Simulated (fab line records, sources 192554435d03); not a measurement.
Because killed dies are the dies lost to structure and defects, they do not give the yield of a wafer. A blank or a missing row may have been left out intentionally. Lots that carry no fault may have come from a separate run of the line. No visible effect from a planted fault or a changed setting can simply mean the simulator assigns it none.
fab line records	flow n5_finfet
[record] lots = 3	wafers = 9	last_day = 16
route steps=1938 shown BEOL_M4@1099 BEOL_M5@1112 BEOL_M9@1405 PASSIVATION@1936
lots that met no fault: taken from a fault-free run of the same line
start_h: hours from the record's first day to the start of the lot's first wafer shown	wait_h: time in hours since the lot's previous step	" repeats the value in the row above	L1.1+2: a row that stands for several wafers	- no value, or no start given	* or withheld: withheld	< > ~ a bound
route shown NAME@n: names a module that has steps shown in the file, with the first one's number in the route	usual: mean and standard deviation over wafers with no fault	same: alike in all rows	chamber/n: place in a boat	sites: the reading at each site	_std_site: the standard deviation of these	_edge_site: mean of outer sites minus mean of inner sites	radius_mm: for every site, how far away it sits from the centre of the wafer	mask NAME#n: copy n	behind: the most recent tool/chamber to have shaped the wafer	hold: cause of the lot's hold/its duration in hours/its outcome	device: transistor that didn't switch, given as n, p or np	end of line: tests run on the same wafers once the route is complete	a step with no rows: only its recipe	killed: at the first sort, the dies lost to defects and structure; wafer yield is something else	map: dies across one wafer; x = killed, . = not, _ = none there
set.NAME: the setting the step ran with; set.NAME@STEP: the setting that earlier step ran with	model.NAME: the simulator's own value behind a step, which no gauge read
certain route steps with their lots: each step a table, each wafer a row
services: the hour from which a tool's chamber was out of use, counted from the record's first day as start_h (under 0 if before that day), plus the number of hours and why
[[steps]]
[step N5_BEOL_M4_ANNEAL_95]
[recipe] temp_c = 400	time_s = 240	ambient = vacuum
[step N5_BEOL_M4_SPUTTER_96]
[recipe] material = Cu	target_thk_a = 45	temp_c = -20	chamber_pressure_pa = 0.07	power_w = withheld	time_s = 8.29
[step N5_BEOL_M4_ECD_50]
[recipe] material = Cu	target_thk_a = 3000
[step N5_BEOL_M4_ANNEAL_51]
[recipe] temp_c = 225	time_s = 90	ambient = N2
[step N5_BEOL_M4_CMP_52]
[recipe] stop_on = SiOC	t_overpolish_s = 6.8	down_force_psi = 1	platen_rpm = 50	clearing_platen_down_force_psi = 1.5	clearing_platen_rpm = 50	post_cmp_clean = cu_alkaline	target_thk_nm = 40	clearing_platen_pad_velocity_m_s = 0.99484	pad_velocity_m_s = 0.99484
[step N5_BEOL_M4_PRE_CLEAN_60]
[recipe] gas = NH3/H2	time_s = 15	temp_c = *	rf_power_w = 300
[step N5_BEOL_M4_CO_CAP_55]
[recipe] material = Co	target_thk_a = 20	temp_c = 200	precursor = CCTBA/H2	pressure_torr = 30	time_s = 102.1
[step N5_BEOL_M4_PRE_CLEAN_56]
[recipe] gas = NH3	time_s = 15	temp_c = withheld	rf_power_w = 300
[step N5_BEOL_M4_DEP_57]
[recipe] material = SiCN	target_thk_a = 80	temp_c = withheld	precursor = 3MS/NH3	pressure_torr = 3	rf_w = 202	time_s = 14
[step N5_BEOL_M4_RC_MEAS_101]
[usual] DIBL_N = 36.2/1.5	DIBL_P = 36.4/2.1	IOFF_N = 0.16/0.031	IOFF_P = 0.21/0.037	ION_N = 679/11	ION_P = 465/7.7	SS_N = 71.4/0.55	SS_P = 73.2/0.63	VT_N = 249/3.3	VT_P = -250/3.4
lot.wafer	tool	chamber	start_h	wait_h	DIBL_N[mV/V]	DIBL_P[mV/V]	IOFF_N[nA/um]	IOFF_P[nA/um]	ION_N[uA/um]	ION_P[uA/um]	SS_N[mV/dec]	SS_P[mV/dec]	VT_N[mV]	VT_P[mV]
L270.3	prober-01	0	194.38	0.3	34.3	33.6	0.15	0.21	678	467	70.9	73.4	250	-246
L270.5	"	0	"	"	37.0	36.4	0.20	0.26	691	475	71.7	73.5	245	-244
L270.6	"	0	"	"	35.7	35.1	0.17	0.23	691	470	71.2	73.9	248	-247
L271.1	prober-02	0	194.56	0.0	34.2	34.9	0.12	0.17	674	462	70.7	73.0	255	-255
L271.3	"	0	"	"	35.1	35.4	0.13	0.17	680	460	70.9	73.2	254	-251
L271.6	"	0	"	"	35.2	35.8	0.14	0.17	678	461	71.1	72.9	254	-255
L282.3	prober-01	0	265.12	0.3	36.9	37.8	0.19	0.27	691	480	71.5	73.7	244	-245
L282.4	"	0	"	"	40.8	42.2	0.29	0.38	700	481	72.7	74.6	241	-243
L282.6	"	0	"	"	38.3	39.6	0.24	0.32	707	488	71.5	74.1	240	-242
[step N5_BEOL_M5_ILD_DEP_00]
[recipe] material = SiCOH_lowk	target_thk_a = 1406.4	temp_c = 300	precursor = DEMS/porogen	pressure_torr = 5	rf_w = 500	time_s = 25.9
[step N5_BEOL_M5_CURE_79]
[recipe] temp_c = 385	time_s = 240	ambient = He/Ar	material = SiCOH_lowk
[step N5_BEOL_M5_PECVD_70]
[recipe] material = SiO2	target_thk_a = 160	temp_c = 400	precursor = TEOS/O2	pressure_torr = 5.5	rf_w = 450	teos_flow_sccm = 53.8	gas = O2	flow_sccm = 3000	time_s = 18
[step N5_BEOL_M5_HM_DEP_02]
[recipe] material = TiN	target_thk_a = 200	temp_c = 25	chamber_pressure_pa = 0.49996
[step N5_BEOL_M5_COAT_59]
[recipe] resist = SOC	temp_c = 250	time_s = 60	spin_rpm = 1500	resist_thk_nm = 60
[step N5_BEOL_M5_COAT_60]
[recipe] resist = SiARC	temp_c = 220	time_s = 60	spin_rpm = 1500	resist_thk_nm = 12
[step N5_BEOL_M5_COAT_71]
[recipe] resist = underlayer	temp_c = 205	time_s = 60	spin_rpm = 1500	resist_thk_nm = 5
[step N5_BEOL_M5_COAT_05]
[recipe] resist = CAR-EUV	spin_rpm = 1500	resist_thk_nm = 30
[step N5_BEOL_M5_EBR_07]
[recipe] solvent = PGMEA	ebr_width_mm = 1.5
[step N5_BEOL_M5_SOFTBAKE_06]
[recipe] temp_c = 110	time_s = 60	resist = CAR-EUV
[step N5_BEOL_M5_EXPOSE_08]
[recipe] mask_id = M5	na = 0.33	source_shape = annular	sigma_inner = 0.4	sigma_outer = 0.8	polarization = unpolarized	target_cd_nm = 28	dose_mj = 35.75
[step N5_BEOL_M5_PEB_09]
[recipe] peb_temp_c = 100	peb_time_s = 60	resist = CAR-EUV
[step N5_BEOL_M5_DEVELOP_10]
[recipe] develop_time_s = 30	developer = TMAH	resist = CAR-EUV	rinse_liquid = surfactant_rinse	dry = air_spin	dev_temp_c = 23
[step N5_BEOL_M5_DESCUM_16]
[recipe] chemistry = O2	time_s = 7	source_power_w = 50	bias_power_w = 20	pressure_mtorr = 20	rf_frequency_hz = 2.712e+07	temp_c = 40	resist = CAR-EUV	o2_flow_sccm = 225
[step N5_BEOL_M5_ETCH_72]
[recipe] chemistry = N2/H2	target = underlayer	target_depth_a = 65	mask_material = CAR-EUV	time_s = 5.2	ion_energy_ev = 200	pressure_mtorr = 30	source_w = 840	bias_w = 150	n2_flow_sccm = 200	h2_flow_sccm = 200	ends = cleared
[step N5_BEOL_M5_ETCH_61]
[recipe] chemistry = CF4	target = SiARC	target_depth_a = 156	mask_material = CAR-EUV	time_s = 26	ion_energy_ev = 80	pressure_mtorr = 40	source_w = 545	bias_w = 36	Ar_flow_sccm = 100	cf4_flow_sccm = 100	ends = cleared
[step N5_BEOL_M5_ETCH_62]
[recipe] chemistry = N2/H2	target = SOC	target_depth_a = 750	overetch_a = 150	mask_material = SiARC	temp_c = 40	time_s = 112.5	ion_energy_ev = 200	pressure_mtorr = 30	source_w = 840	bias_w = 150	n2_flow_sccm = 200	h2_flow_sccm = 200
[step N5_BEOL_M5_STRIP_63]
[recipe] chemistry = N2/H2	temp_c = 40	n2_flow_sccm = 200	h2_flow_sccm = 200	rf_frequency_hz = 6e+07
[step N5_BEOL_M5_STRIP_73]
[recipe] chemistry = N2/H2	temp_c = 40	n2_flow_sccm = 200	h2_flow_sccm = 200	rf_frequency_hz = 6e+07
[step N5_BEOL_M5_STRIP_64]
[recipe] chemistry = CF4	resist = SiARC	power_w = 300	bias_power_w = 75	pressure_mtorr = 50	cf4_flow_sccm = 150	rf_frequency_hz = 6e+07
[step N5_BEOL_M5_HM_OPEN_17]
[recipe] chemistry = Cl2/BCl3	target_depth_a = 200	overetch_a = 60	target = TiN	mask_material = SOC	ion_energy_ev = 150	pressure_mtorr = 10	icp_w = 1000	bias_w = 126	Cl2_flow_sccm = 53.25	bcl3_flow_sccm = 21.75	Ar_flow_sccm = 25
[step N5_BEOL_M5_STRIP_19]
[recipe] chemistry = O2	power_w = 400	temp_c = 40	pressure_mtorr = 30	rf_frequency_hz = 6e+07	bias_power_w = 0	overash_fraction = 0.2	o2_flow_sccm = 225
[step N5_BEOL_M5_COAT_65]
[recipe] resist = SOC	temp_c = 250	time_s = 60	spin_rpm = 1500	resist_thk_nm = 60
[step N5_BEOL_M5_COAT_66]
[recipe] resist = SiARC	temp_c = 220	time_s = 60	spin_rpm = 1500	resist_thk_nm = 12
[step N5_BEOL_M9_HM_DEP_02]
[recipe] material = TiN	target_thk_a = 200	temp_c = 25	chamber_pressure_pa = 0.49996
[usual] chamber_pressure_pa = 0.4999/0.00097	throttle_valve_pct = 30.1/0.84
lot.wafer	tool	chamber	start_h	wait_h	chamber_pressure_pa	throttle_valve_pct	model.TiN_of_BEOL_M9_HM_DEP_02.thk_nm
L270.3	pvd_sputter-03	-	231.83	1.3	0.5013	29.5	20.4
L270.5	"	-	"	"	0.5007	29.9	20.4
L270.6	"	-	"	"	0.5000	29.4	20
L271.1	pvd_sputter-02	-	235.91	1.5	0.5007	30.8	20
L271.3	"	-	"	"	0.4998	29.8	20
L271.6	"	-	"	"	0.4983	29.7	20
L282.3	pvd_sputter-02	-	303.33	1.0	0.4991	31.9	27.2
L282.4	"	-	"	"	0.4995	29.5	19.8
L282.6	"	-	"	"	0.5008	30.9	20.2
[step N5_BEOL_M9_HM_OPEN_17]
[recipe] chemistry = Cl2/BCl3	target_depth_a = 200	overetch_a = 60	target = TiN	mask_material = SOC	ion_energy_ev = 150	pressure_mtorr = 10	icp_w = 1000	bias_w = 126	Cl2_flow_sccm = 53.25	bcl3_flow_sccm = 21.75	Ar_flow_sccm = 25
[usual] drypump_motor_current_A = 6.1/0.47	he_backside_leak_sccm = 3.4/0.4	mfc_cl2_sccm = 53.23/0.14	oes_product_au = 0.67/0.064	throttle_valve_pct = 22.23/0.21
lot.wafer	tool	chamber	start_h	wait_h	drypump_motor_current_A	he_backside_leak_sccm	mfc_cl2_sccm	oes_product_au	rf_hours_counter_h	throttle_valve_pct	model.etch.depth_nm
L270.3	rie_metal-02	1	232.71	0.1	6.1	3.2	53.32	0.65	-	21.96	20.35
L270.5	"	0	"	"	6.0	3.2	53.05	0.85	-	22.15	20.45
L270.6	"	1	"	"	6.1	3.1	53.35	0.66	-	21.97	20.09
L271.1	rie_metal-02	0	236.68	0.0	6.0	3.3	53.03	0.84	0	22.18	20.07
L271.3	"	0	"	"	6.0	3.3	53.16	0.84	-	22.17	20.01
L271.6	"	1	"	"	6.1	3.1	53.06	0.64	-	21.98	19.93
L282.3	rie_metal-03	1	304.44	0.1	6.7	3.4	53.10	0.79	-	22.04	25.34
L282.4	"	0	"	"	5.8	3.6	52.99	0.66	-	22.55	19.82
L282.6	"	0	"	"	5.8	3.7	53.13	0.66	-	22.54	20.22
[step N5_BEOL_M9_TRENCH_ETCH_37]
[recipe] chemistry = C4F6/O2	target_depth_a = 1514.3	target = SiCOH_lowk	time_s = 49	ion_energy_ev = 250	pressure_mtorr = 30	source_w = 345	bias_w = 185	Ar_flow_sccm = 300	C4F6_flow_sccm = 10	O2_flow_sccm = 10
[usual] C4F6_flow_sccm = 10.00/0.032	drypump_motor_current_A = 5.6/0.41	oes_product_au = 0.80/0.071	rf_vpp_V = 666/9.1	showerhead_plenum_p_Torr = 2.88/0.12	throttle_valve_pct = 20.94/0.25
lot.wafer	tool	chamber	start_h	wait_h	C4F6_flow_sccm	drypump_motor_current_A	oes_product_au	rf_hours_counter_h	rf_vpp_V	showerhead_plenum_p_Torr	throttle_valve_pct	model.TiN_of_BEOL_M9_HM_DEP_02.thk_nm
L270.3	rie_diel-04	3	-	-	9.99	5.9	0.72	199	657	2.93	21.32	16
L270.5	"	0	"	"	10.09	6.3	0.82	-	651	2.89	21.26	16.4
L270.6	"	3	"	"	10.04	5.8	0.70	-	657	2.93	21.31	15.8
L271.1	rie_diel-05	3	-	-	10.02	5.1	0.69	233	655	2.69	21.03	16
L271.3	"	1	"	"	10.01	5.5	0.75	151	669	2.73	20.95	16
L271.6	"	0	"	"	10.04	5.8	0.86	-	661	2.75	20.71	15.8
L282.3	rie_diel-06	1	-	-	10.00	5.0	0.86	50	683	3.01	20.48	22.8
L282.4	"	3	"	"	10.00	5.6	0.80	96	669	2.99	20.84	15.6
L282.6	"	3	"	"	9.98	5.6	0.81	-	669	2.99	20.84	16
[step N5_BEOL_M9_OCD_MEAS_38]
[usual] trench_depth_nm = 150.7/2.5
lot.wafer	tool	chamber	start_h	wait_h	trench_depth_nm
L270.3	ocd-02	-	235.58	-	154.5
L270.5	"	-	"	"	150.6
L270.6	"	-	"	"	153.6
L271.1	ocd-01	-	239.50	-	148.8
L271.3	"	-	"	"	146.7
L271.6	"	-	"	"	148.6
L282.3	ocd-01	-	305.65	-	115.7
L282.4	"	-	"	"	150.9
L282.6	"	-	"	"	150.2
[step N5_PASSIVATION_PROBE_49]
[usual] defect_limited_yield = 91.3/1.3	killed_at_M0_to_M3 = 36/12	killed_at_M4_up = 13/4.6	killed_at_contacts = 13/5.4	killed_at_front_end = 37/10	killed_at_other = 3.6/2.9	killed_dies = 102/15	killed_on_rim = 13/4	killed_open = 67/12	killed_short = 33/7.5	sort_bin_4_leakage = 0.00/0.023	sort_bin_5_function = 5.1/0.93	sort_bin_6_memory = 3.2/0.62	sort_n_pass = 1078/15	sort_yield_pct = 91.3/1.3
[same] gross_dies = 1180	killed_at_back_side = 0	sort_bin_8_speed[%] = 0
lot.wafer	tool	chamber	start_h	wait_h	defect_limited_yield[%]	killed_at_M0_to_M3	killed_at_M4_up	killed_at_contacts	killed_at_front_end	killed_at_other	killed_dies	killed_on_rim	killed_open	killed_short	sort_bin_4_leakage[%]	sort_bin_5_function[%]	sort_bin_6_memory[%]	sort_n_pass	sort_yield_pct[%]
L271.1	prober-01	-	302.86	0.0	89.9	33	11	15	47	13	119	17	82	37	0	6.4	3.3	1061	89.9
L271.3	prober-01	-	302.96	0.1	91.2	22	10	8	60	4	104	14	73	30	0	5.2	3.3	1076	91.2
L271.6	prober-01	-	303.11	0.3	90.8	27	14	9	54	5	109	16	80	28	0	5.3	3.7	1071	90.8
L270.3	prober-02	-	302.97	0.1	91.5	30	14	15	39	2	100	7	59	40	0	4.6	3.6	1080	91.5
L270.5	prober-02	-	303.07	0.2	91.7	28	15	9	33	13	98	15	64	31	0	6.0	1.9	1082	91.7
L270.6	prober-02	-	303.12	0.3	92.1	32	9	3	45	4	93	12	57	34	0	4.0	3.7	1087	92.1
L282.3	prober-02	-	372.68	0.1	64.4	52	325	12	31	0	420	52	75	30	0	32.3	3.0	760	64.4
L282.4	prober-02	-	372.73	0.2	90.4	43	16	15	38	1	113	12	79	34	0.25	5.6	3.8	1064	90.2
L282.6	prober-02	-	372.83	0.3	91.4	45	8	17	32	0	102	15	73	27	0	4.6	3.7	1078	91.4
// killed by level:class
L271.1 MOL_CONTACT_COAG:geometric_particle:open=12 STI_FIN_REVEAL:geometric_particle:open=11 FIN_SAQP:geometric_particle:open=9 BEOL_M1:geometric_particle:open=8 BEOL_M3:geometric_particle:open=7 GATE_CUT:geometric_particle:short=6 BEOL_M0:geometric_particle:open=6 FIN_SAQP:geometric_particle:short=5
L271.3 STI_FIN_REVEAL:geometric_particle:open=20 BEOL_M1:geometric_particle:open=8 STI_FIN_REVEAL:geometric_particle:short=6 MOL_CONTACT_COAG:geometric_particle:open=6 FIN_SAQP:geometric_particle:open=5 FIN_SAQP:geometric_particle:short=5 BEOL_M4:geometric_particle:open=4 SPACER0:geometric_particle:open=4
L270.3 MOL_CONTACT_COAG:geometric_particle:open=14 FIN_SAQP:geometric_particle:short=11 BEOL_M0:geometric_particle:open=8 STI_FIN_REVEAL:geometric_particle:open=6 BEOL_M0_SAQP:geometric_particle:open=5 GATE_CUT:geometric_particle:open=5 GATE_CUT:geometric_particle:short=5 BEOL_M2:geometric_particle:open=5
L270.5 FIN_SAQP:geometric_particle:open=12 MOL_CONTACT_COAG:geometric_particle:open=8 BEOL_M3:geometric_particle:short=6 BEOL_M2:geometric_particle:open=5 BEOL_M0_SAQP:geometric_particle:open=4 BEOL_M0_SAQP:geometric_particle:short=4 BEOL_M4:geometric_particle:open=4 BEOL_M8:geometric_particle:open=4
L271.6 STI_FIN_REVEAL:geometric_particle:open=25 BEOL_M3:geometric_particle:open=9 BEOL_M4:geometric_particle:open=9 MOL_CONTACT_COAG:geometric_particle:open=7 FIN_SAQP:geometric_particle:open=6 FIN_SAQP:geometric_particle:short=5 STI_FIN_REVEAL:geometric_particle:short=5 BEOL_M0_SAQP:geometric_particle:open=4
L270.6 STI_FIN_REVEAL:geometric_particle:open=16 BEOL_M1:geometric_particle:open=8 STI_FIN_REVEAL:geometric_particle:short=6 FIN_SAQP:geometric_particle:short=5 BEOL_M2:geometric_particle:open=5 STARTING-WAFER:geometric_particle:open=5 FIN_SAQP:geometric_particle:open=4 BEOL_M0_SAQP:geometric_particle:open=4
L282.3 BEOL_M9:area_open=314 BEOL_M3:geometric_particle:open=15 MOL_CONTACT_COAG:geometric_particle:open=11 BEOL_M2:geometric_particle:open=11 BEOL_M0_SAQP:geometric_particle:open=10 BEOL_M0_SAQP:geometric_particle:short=8 STI_FIN_REVEAL:geometric_particle:open=5 DUMMY_GATE:geometric_particle:open=5
L282.4 MOL_CONTACT_COAG:geometric_particle:open=15 FIN_SAQP:geometric_particle:open=11 BEOL_M0_SAQP:geometric_particle:short=10 BEOL_M0_SAQP:geometric_particle:open=8 BEOL_M3:geometric_particle:open=8 FIN_SAQP:geometric_particle:short=7 STI_FIN_REVEAL:geometric_particle:open=6 BEOL_M2:geometric_particle:open=6
L282.6 MOL_CONTACT_COAG:geometric_particle:open=14 STI_FIN_REVEAL:geometric_particle:open=11 BEOL_M2:geometric_particle:open=10 BEOL_M0_SAQP:geometric_particle:short=8 BEOL_M0_SAQP:geometric_particle:open=8 BEOL_M3:geometric_particle:open=7 BEOL_M1:geometric_particle:open=5 GATE_CUT:geometric_particle:open=4
// map L282.3 (x killed, . not)
_________________xxx..x......________________
______________.xxxxx............_____________
___________.x..xxxxx..........xx.xx__________
__________.........x.......x.......x_________
________......x......x.....x.......xxx_______
_______.....x.....x.x....x.....x.xx.x.x______
______x.................x.xxx..xxx.x.xx._____
_____.x..............x..x.x..xxx..x..xxx.____
____............x...x.....x...x.x..x.xxx.x___
___xx.x...........x.x...x..x.........xxx.xx__
___..x......x..x....x....xx.x........xxx.xx__
__...........xxxxxxx.x.....xx......x...x...x_
__..x.......xxxxxxx............x....x.x....._
_........x..x.xx.xxx....x...x................
_.......x....xx.xxxx.........x....x......x...
_......x.xxx...x.xxxxxxxx...........x.x......
_.........x....xxxxx.xxx.......x...........xx
_............x...x..xxxxx.................xx.
_.........x...x..x.xxxxx.......x..x..x....xxx
_..........xxx....xx.xx.......x....xx....x..x
_.......x.x..x....xx.xx.......xx..xxx......x.
__.x.....xx..xx....xx..x.x.x.x.xx.x.xx...x.._
__.x.xx.xxxxx.xx.....xx.x...xxxxxxxxxx......_
___x.xx..x....x..xxx..x.x..x.x.xxxx........__
___.xxxxx.xxx..xx.xx.xxxxx..xxxxx....x..x..__
____xxx..xxxxxxxxxxxxxxxxx.x..xxx.....x...___
_____xxxxxxxxxxxxxxxxxxx.x.x.xx.....x....____
______.xxxxxxxxxxxxxxxxxxx.............._____
_______.xxxxxxxxxxxxxxxxx..xx..........______
________.xxx.xxxx.xx.xx.x...........x._______
__________x.xxxxxx...xx.....x..xx..._________
___________x.x..x..x..x.....x.x....__________
______________.xx.xx.x....x...x._____________
_________________....xx.x....________________
// map L271.1 (x killed, . not)
_________________............________________
______________x..........x..x..._____________
___________...........x......xx....__________
__________.x........................_________
________..............x..............._______
_______...............x.x..........x..x______
______...x........x...xx................_____
_____.................................x..____
____..x....x...x.x...x.....x......x.......___
___........................x.........xx....__
___..............x...........x.............__
__..................................x......._
__.x.......x.......x........x..............._
_.x...........x.........x..x.......x..xx....x
_..............x........................x....
_.....x......x.......x................x......
_x....x.....x..........x.....................
_.........x.......x.......x..................
_........................x..x...x............
_x..x..xx......x.x.x......x..x.....x.........
_.......x...x.............................xx.
__.x.....x.x.....................x.....x...._
__.x...........x...........x......x......x.._
___...x........x.......x..x................__
___.....x.x.x...........x.......x.x...x....__
____.x...........x.x..xx.............x..x.___
_____........x...................x.......____
______.....x..........................x._____
_______..x.......xx.........x..........______
________..xx.......x.................._______
__________.......x...........x......_________
___________....x.x..x..............__________
______________...............xx._____________
_________________........x...________________
[[services]]
tool	chamber	start_h	hours	kind
rie_diel-06	1	231.72	4.9	repair
rie_diel-06	0	280.96	8.9	repair
rie_diel-05	-	292.30	4.3	pm
rie_diel-05	3	304.59	-	clean
rie_diel-05	3	304.59	-	consumable_replace:focus_ring
rie_diel-05	3	304.59	-	consumable_replace:showerhead
rie_diel-05	3	304.59	17.8	scheduled_down
rie_diel-05	3	304.59	17.8	vent_cycle
[[key]]
[first_sign] step = N5_BEOL_M9_OCD_MEAS_38	reading = trench_depth_nm	direction = down	sigmas = 14	usual = 150.7	struck = 115.7
[effect] step = N5_PASSIVATION_PROBE_49	reading = killed_at_M4_up	direction = up	sigmas = 69	usual = 13	struck = 325
[model_effect] step = N5_BEOL_M9_HM_DEP_02	value = TiN_of_BEOL_M9_HM_DEP_02.thk_nm	without = 19.8	struck = 27.2
[model_effect] step = N5_BEOL_M9_HM_OPEN_17	value = etch.depth_nm	without = 19.83	struck = 25.34
[model_effect] step = N5_BEOL_M9_TRENCH_ETCH_37	value = TiN_of_BEOL_M9_HM_DEP_02.thk_nm	without = 15.4	struck = 22.8
[more_kills_born_at] N5_BEOL_M9_HM_OPEN_17@rie_metal-03 = 314
met_at N5_BEOL_M9_HM_DEP_02
struck_wafers L282.3
[fault] kind = process_parameter_drift	tool = pvd_sputter-02	chamber = -	onset_h = 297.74	steps = N5_BEOL_M9_HM_DEP_02	channel = target_thk_a	offset = *	shape = step	end_h = 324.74	acts_in = *	stated = *	scope = struck_wafers_only
